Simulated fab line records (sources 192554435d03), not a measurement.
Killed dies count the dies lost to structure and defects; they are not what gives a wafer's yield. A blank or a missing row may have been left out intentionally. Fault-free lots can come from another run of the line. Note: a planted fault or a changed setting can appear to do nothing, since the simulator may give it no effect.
Code-filled problem report in 8D (eight disciplines) form / flow n5 finfet / the parts of the form that need people (team, actions taken, sign-off) are left out

== 1. PROBLEM STATEMENT ==
At N5_PASSIVATION_PROBE_49, killed_at_M4_up averages 305 over 6 wafers from 2 lots, while fault-free wafers read 15, standard deviation 6. Relative to the usual mean, that is a shift of +48 standard deviations.
The first sign was on wafer L155.1 at day 18 06:50, on prober-01. At this step, 6 wafers from 2 lots have a number in the record. By rule, "out" or "out of limits" means more than 4 standard deviations away from the usual mean. Any other wafer with a number is counted as sound.

== 2. WHAT IT IS, WHAT IT ISN'T ==
question=which readings at this step; is=killed_at_M4_up, defect limited yield, killed dies, killed on rim, sort_bin_5_function, sort_bin_6_memory, sort n pass, sort yield pct; is not=killed at contacts, killed at front end, killed open, killed short, sort_bin_8_speed
question=which lots; is=L155, L157; is not=-
question=which wafers of those lots; is=all that have a number; is not=-
question=read on which tools; is=prober-01, prober-02; is not=-
question=when; is=from day 18 06:50; is not=up to then (0 sound wafers)

== 3. WHAT RULES OUT EACH SUSPECT ==
Counting: a tool stays on the suspect list if, at a process step up to the reading, it processed all lots that are out and no sound lot following the first of them.
- ecd cu-02 at N5_BEOL_M8_ECD_50 (material Cu, target thk 300 nm): kept. It ran every lot that is out, first L155 (day 15 07:55), and no sound lot after that.
Remaining after the count: ecd cu-02 at N5_BEOL_M8_ECD_50.

== 4. THE CAUSE (what the simulator had put in) ==
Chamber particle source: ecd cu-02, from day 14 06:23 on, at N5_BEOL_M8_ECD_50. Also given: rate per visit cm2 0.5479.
The count eliminated every tool but this one.

== 5. THE EFFECT CHAIN, in route order ==
Each row: a reading whose mean over the struck wafers that have a number lies more than 3 standard deviations from the usual. Readings are gone through only where the record gives a usual standard deviation; hours: the median, over the lots, of the time from a lot's start at the first step in this table giving one to that lot's start at this step; sigmas: the change measured in usual standard deviations.
hours=0; step=N5_PASSIVATION_PROBE_49; reading=defect limited yield; usual=91.5 %; on struck wafers=68.2; change=-23.2; sigmas=-17
hours=0; step=N5_PASSIVATION_PROBE_49; reading=killed_at_M4_up; usual=15; on struck wafers=305; change=+290; sigmas=+48
hours=0; step=N5_PASSIVATION_PROBE_49; reading=killed dies; usual=101; on struck wafers=374; change=+274; sigmas=+16
hours=0; step=N5_PASSIVATION_PROBE_49; reading=killed on rim; usual=13; on struck wafers=46; change=+33; sigmas=+8.2
hours=0; step=N5_PASSIVATION_PROBE_49; reading=sort_bin_5_function; usual=5.0 %; on struck wafers=19.1; change=+14.1; sigmas=+15
hours=0; step=N5_PASSIVATION_PROBE_49; reading=sort_bin_6_memory; usual=3.2 %; on struck wafers=10.9; change=+7.7; sigmas=+12
hours=0; step=N5_PASSIVATION_PROBE_49; reading=sort n pass; usual=1079; on struck wafers=806; change=-274; sigmas=-16
hours=0; step=N5_PASSIVATION_PROBE_49; reading=sort yield pct; usual=91.4 %; on struck wafers=68.2; change=-23.2; sigmas=-17
The process steps in it:
- N5_PASSIVATION_PROBE_49

== 6. WHAT WOULD HAVE CAUGHT IT SOONER ==
First out-of-limits reading in this record: day 18 06:50, which is 96 hours after fault onset at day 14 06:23.
Each of the lots that are out, 2 in all, had begun N5_BEOL_M8_ECD_50 on ecd cu-02 no later than day 18 06:50. Had the tool been put on hold then, not one of them would have been saved.
